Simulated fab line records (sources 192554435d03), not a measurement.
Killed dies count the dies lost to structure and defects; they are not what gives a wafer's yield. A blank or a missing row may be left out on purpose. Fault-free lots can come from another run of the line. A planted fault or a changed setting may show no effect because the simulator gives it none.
Matching of chambers	flow n5Finfet	N5_BEOL_M0_DEP_125 on pecvd-01 has 3 sister chambers
The step deposits SiCN from 3MS/NH3, target thk 8 nm, time 14 s. 6 wafers are shown with their chamber, then 9 later ones without.

== WAFERS PAIRED WITH THEIR CHAMBERS ==
wafer	chamber	throttleValvePct (%)	chamberPressureTorr (Torr)
L081.6	2	9.0	3.000
L083.4	1	10.1	3.001
L083.5	0	8.9	2.984
L085.2	1	10.0	3.007
L085.3	2	9.0	3.004
L085.4	0	8.9	2.996

== WAFERS WITH NO CHAMBER GIVEN ==
wafer	throttleValvePct (%)	chamberPressureTorr (Torr)
L086.2	8.5	3.000
L086.3	10.0	3.001
L086.4	8.7	2.998
L088.1	9.7	2.999
L088.2	8.5	2.999
L088.4	10.1	3.005
L097.1	10.1	3.004
L097.2	8.4	2.995
L097.5	8.7	2.998

== WHICH CHAMBER EACH ONE RAN IN ==
wafer	from the rows above	in truth
L086.2	0	0
L086.3	1	1
L086.4	0	0
L088.1	1	1
L088.2	0	0
L088.4	1	1
L097.1	1	1
L097.2	0	0
L097.5	0	0
Correct placement for 9 of the 9. From these rows, 0 cannot be placed. Placed wrongly: 0.
How it was worked out, from the rows above alone: a wafer's distance from a chamber is the root of the sum, over the readings, of the square of ((its reading less the chamber's mean) divided by the reading's scatter). If the next closest chamber is less than 2 further off than the closest, the wafer can't be placed; otherwise it belongs to the closest. For every chamber, the mean is computed from those of its wafers that are shown. The scatter: the root of (the sum of the squares of (reading less its chamber's mean) over the shown wafers, divided by (wafers less chambers)).
